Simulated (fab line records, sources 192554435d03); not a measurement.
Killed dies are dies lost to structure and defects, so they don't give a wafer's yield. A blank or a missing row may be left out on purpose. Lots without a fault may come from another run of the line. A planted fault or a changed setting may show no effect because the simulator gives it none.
Chamber matching | flow n5_finfet | N5_BEOL_M2_ALD_98 on ald_sin-02: 4 sister chambers
The step deposits SiO2, target thk 2.5 nm, pulse time 1 s, co reactant pulse time 1 s. 4 wafers are shown with their chamber, then 7 later ones without.

WAFERS WITH THEIR CHAMBER
wafer  | chamber | heater_power_w (W)
L093.1 | 0       | 71
L093.3 | 2       | 72
L094.1 | 3       | 76
L094.5 | 1       | 82

WAFERS WITHOUT THEIR CHAMBER
wafer  | heater_power_w (W)
L094.6 | 70
L095.3 | 70
L095.4 | 78
L095.6 | 82
L097.1 | 71
L097.3 | 71
L097.5 | 78

WHICH CHAMBER EACH WENT THROUGH
wafer  | from the rows above     | in truth
L094.6 | can't be placed: 0 or 2 | 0
L095.3 | can't be placed: 0 or 2 | 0
L095.4 | can't be placed: 3 or 1 | 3
L095.6 | 1                       | 1
L097.1 | can't be placed: 0 or 2 | 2
L097.3 | can't be placed: 0 or 2 | 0
L097.5 | can't be placed: 3 or 1 | 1
Placed correctly: 1 of 7. Can't be placed from these rows: 6 (the true chamber is among the candidates in 6). Placed wrongly: 0.
How it was worked out, from the rows above alone: a wafer's distance from a chamber is the root of the sum, over the readings, of the square of ((its reading less the chamber's mean) divided by the reading's scatter). The wafer belongs to the nearest chamber; if the next one is less than 2 further off, it can't be placed. A chamber's mean is the mean of its shown wafers. The scatter: with one shown wafer a chamber, the root of the mean of the squares of how far each hidden wafer lies from its nearest shown one.
